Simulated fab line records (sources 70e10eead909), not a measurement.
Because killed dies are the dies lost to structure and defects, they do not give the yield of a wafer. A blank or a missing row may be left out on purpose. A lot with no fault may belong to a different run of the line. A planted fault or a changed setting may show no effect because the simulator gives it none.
The tool behind it: which one?    flow nand-harc    24 lots, 72 wafers sampled, at 4 steps of a route of 1302

WHAT EACH GAUGE READ, for each wafer
NHARC_A_SLIT_CD_MEAS_09 targets a cd of 300 nm. Usual: cd-nm reads 299.9 nm (standard deviation 0.49).
lot   measured      on         cd-nm (nm)         flag
L075  day 20 04:16  cd-sem-02  299.2 299.7 299.7  
L074  day 20 05:07  cd-sem-03  299.9 299.6 300.0  
L076  day 20 17:37  cd-sem-02  300.0 300.2 300.3  
L078  day 21 00:40  cd-sem-01  299.2 298.9 299.3  
L080  day 21 14:26  cd-sem-03  300.7 300.1 299.9  
L079  day 21 14:46  cd-sem-01  299.8 299.4 299.6  
L077  day 21 17:26  cd-sem-01  299.8 299.9 300.1  
L081  day 22 11:23  cd-sem-01  299.4 300.3 299.5  
L082  day 22 11:53  cd-sem-03  300.2 300.5 300.1  
L083  day 23 06:49  cd-sem-02  300.7 300.6 300.2  
L085  day 23 23:22  cd-sem-01  299.7 300.0 300.2  
L084  day 23 23:31  cd-sem-02  300.2 300.4 300.7  
L086  day 24 13:03  cd-sem-03  300.5 299.7 300.0  
L089  day 25 11:45  cd-sem-01  300.4 300.9 300.4  
L090  day 25 13:12  cd-sem-01  298.8 298.8 298.6  
L087  day 25 13:35  cd-sem-03  299.8 300.6 300.6  
L088  day 25 15:38  cd-sem-02  300.1 300.0 300.7  
L092  day 27 10:02  cd-sem-03  300.1 300.4 299.8  
L093  day 27 10:43  cd-sem-02  300.5 299.9 300.6  
L091  day 27 13:08  cd-sem-03  300.4 299.8 299.7  
L094  day 28 08:49  cd-sem-01  299.1 299.0 299.9  
L096  day 28 13:05  cd-sem-03  299.6 299.8 299.3  
L095  day 28 13:22  cd-sem-02  299.1 300.0 299.5  
L097  day 29 06:18  cd-sem-01  300.1 299.8 300.1  

NHARC_A_WL_FILL_INSPECT_15. Usual: raw-defect-count reads 489 (standard deviation 98).
lot   measured      on                 raw-defect-count  flag
L075  day 21 14:58  defect-inspect-01  467 458 311       
L074  day 21 11:52  defect-inspect-02  428 356 482       
L076  day 22 09:34  defect-inspect-02  393 407 389       
L078  day 22 09:39  defect-inspect-02  564 661 754       
L080  day 22 21:37  defect-inspect-01  455 457 586       
L079  day 22 21:37  defect-inspect-02  485 473 520       
L077  day 23 01:46  defect-inspect-02  528 484 660       
L081  day 23 18:26  defect-inspect-02  513 477 528       
L082  day 23 22:05  defect-inspect-01  493 494 442       
L083  day 24 14:09  defect-inspect-02  412 504 559       
L085  day 25 07:20  defect-inspect-02  559 511 470       
L084  day 25 07:19  defect-inspect-01  323 339 384       
L086  day 25 23:59  defect-inspect-01  533 505 710       
L089  day 26 19:37  defect-inspect-01  337 395 473       
L090  day 26 22:53  defect-inspect-01  423 528 459       
L087  day 26 22:54  defect-inspect-02  497 422 396       
L088  day 26 23:03  defect-inspect-02  471 516 430       
L092  day 28 18:57  defect-inspect-01  437 562 432       
L093  day 28 18:49  defect-inspect-01  484 427 483       
L091  day 29 01:40  defect-inspect-02  538 377 399       
L094  day 29 20:18  defect-inspect-01  396 473 316       
L096  day 29 20:08  defect-inspect-02  412 478 394       
L095  day 29 23:13  defect-inspect-01  556 602 623       
L097  day 30 14:03  defect-inspect-02  512 501 614       

NHARC_A_CONTACT_CD_MEAS_42 targets a cd of 300 nm. Usual: cd-nm reads 299.9 nm (standard deviation 0.47).
lot   measured      on         cd-nm (nm)         flag
L075  day 21 22:30  cd-sem-03  299.6 300.2 300.2  
L074  day 21 20:55  cd-sem-01  299.5 300.0 300.2  
L076  day 22 16:13  cd-sem-03  300.8 300.2 300.8  
L078  day 22 16:22  cd-sem-01  299.2 299.3 299.4  
L080  day 23 03:25  cd-sem-02  300.4 300.2 301.0  
L079  day 23 03:16  cd-sem-03  299.7 299.8 299.6  
L077  day 23 11:05  cd-sem-01  300.0 299.7 299.7  
L081  day 24 02:14  cd-sem-01  300.8 300.1 300.6  
L082  day 24 09:16  cd-sem-03  299.3 299.9 300.0  
L083  day 24 20:32  cd-sem-02  300.0 300.3 300.3  
L085  day 25 17:50  cd-sem-02  299.6 300.0 300.0  
L084  day 25 17:17  cd-sem-03  300.0 300.0 299.8  
L086  day 26 05:38  cd-sem-02  299.2 299.8 299.7  
L089  day 27 01:23  cd-sem-01  300.0 300.8 300.4  
L090  day 27 04:34  cd-sem-02  300.5 300.1 300.5  
L087  day 27 05:08  cd-sem-02  300.0 300.2 299.4  
L088  day 27 05:35  cd-sem-01  300.3 300.1 300.2  
L092  day 29 02:40  cd-sem-01  300.2 300.0 300.5  
L093  day 29 00:47  cd-sem-01  298.6 299.2 299.1  
L091  day 29 08:49  cd-sem-01  299.8 299.7 299.6  
L094  day 30 04:14  cd-sem-02  300.0 300.0 300.1  
L096  day 30 03:17  cd-sem-01  300.6 299.7 299.9  
L095  day 30 07:37  cd-sem-03  299.2 299.5 299.9  
L097  day 30 19:35  cd-sem-03  300.0 300.2 299.9  

WHAT TOOL EACH LOT RAN ON (gives the tool, then ch and the chambers of the sampled wafers, and finally the start)
lot   NHARC_A_SLIT_ETCH_17
L075  har-etch-02 ch 1, day 20 06:19
L074  har-etch-01 ch 0,1, day 20 06:33
L076  har-etch-02 ch 0, day 20 22:22
L078  har-etch-02 ch 0, day 21 02:58
L080  har-etch-02 ch 0,1, day 21 15:52
L079  har-etch-01 ch 0,1, day 21 16:47
L077  har-etch-02 ch 0,1, day 21 19:41
L081  har-etch-02 ch 0,1, day 22 12:50
L082  har-etch-01 ch 0,1, day 22 13:19
L083  har-etch-02 ch 0,1, day 23 09:28
L085  har-etch-01 ch 1, day 24 00:49
L084  har-etch-02 ch 0,1, day 24 00:58
L086  har-etch-01 ch 0, day 24 14:30
L089  har-etch-02 ch 0,1, day 25 15:01
L090  har-etch-01 ch 0,1, day 25 15:16
L087  har-etch-02 ch 1, day 25 18:13
L088  har-etch-01 ch 0,1, day 25 19:08
L092  har-etch-02 ch 0,1, day 27 13:10
L093  har-etch-01 ch 0,1, day 27 15:33
L091  har-etch-02 ch 0,1, day 27 16:58
L094  har-etch-01 ch 0,1, day 28 11:28
L096  har-etch-02 ch 0,1, day 28 15:44
L095  har-etch-01 ch 0,1, day 28 15:24
L097  har-etch-02 ch 0, day 29 07:59
- NHARC_A_SLIT_ETCH_17: etches the open film in C4F8/O2/Ar, time 4254.5 s, target depth 20300 nm.

AS READ BY THE TOOLS THEMSELVES (means over the sampled wafers that have a number; for cases with no such wafer, the mark the record gives instead)
NHARC_A_SLIT_ETCH_17. Usual: drypump-motor-current-A 6.0 A, standard deviation 0.64; showerhead-plenum-p-Torr 3.71 Torr, standard deviation 0.12; throttle-valve-pct 32.046 %, standard deviation 0.0096.
lot   tool         drypump-motor-current-A (A)  showerhead-plenum-p-Torr (Torr)  throttle-valve-pct (%)  flag
L075  har-etch-02  5.0                          3.92                             32.051                  
L074  har-etch-01  6.5                          3.65                             32.046                  
L076  har-etch-02  6.3                          3.69                             32.043                  
L078  har-etch-02  6.3                          3.69                             32.037                  
L080  har-etch-02  5.4                          3.84                             32.041                  
L079  har-etch-01  6.3                          3.63                             32.056                  
L077  har-etch-02  5.9                          3.76                             32.048                  
L081  har-etch-02  5.9                          3.75                             32.042                  
L082  har-etch-01  6.3                          3.62                             32.042                  
L083  har-etch-02  5.4                          3.83                             32.049                  
L085  har-etch-01  6.7                          3.62                             32.050                  
L084  har-etch-02  5.4                          3.82                             32.059                  
L086  har-etch-01  6.2                          3.61                             32.038                  
L089  har-etch-02  5.4                          3.81                             32.036                  
L090  har-etch-01  6.3                          3.60                             32.051                  
L087  har-etch-02  5.0                          3.87                             32.047                  
L088  har-etch-01  6.5                          3.60                             32.044                  
L092  har-etch-02  5.9                          3.71                             32.048                  
L093  har-etch-01  6.5                          3.59                             32.053                  
L091  har-etch-02  5.9                          3.71                             32.045                  
L094  har-etch-01  6.3                          3.58                             32.045                  
L096  har-etch-02  5.4                          3.79                             32.048                  
L095  har-etch-01  6.5                          3.58                             32.047                  
L097  har-etch-02  6.3                          3.63                             32.034                  

THE ANSWER, worked out from the rows above alone
Rule: a lot is off if the mean of its wafers that have a number lies more than 3 standard deviations from the usual mean. A lot without any number at a reading at which 4 lots or more have one is off too. The other lots that the step has rows for count as sound. After the gauges, taken in route order, come the tools' own readings; for these a lot's mean is taken, as printed above. At the first step where some lot is off, the reading lying furthest off is the one used; lots without a number count as furthest.
Across all readings shown, no lot is off: no conclusion can be drawn from this.

WHAT WAS PUT IN BY THE SIMULATOR
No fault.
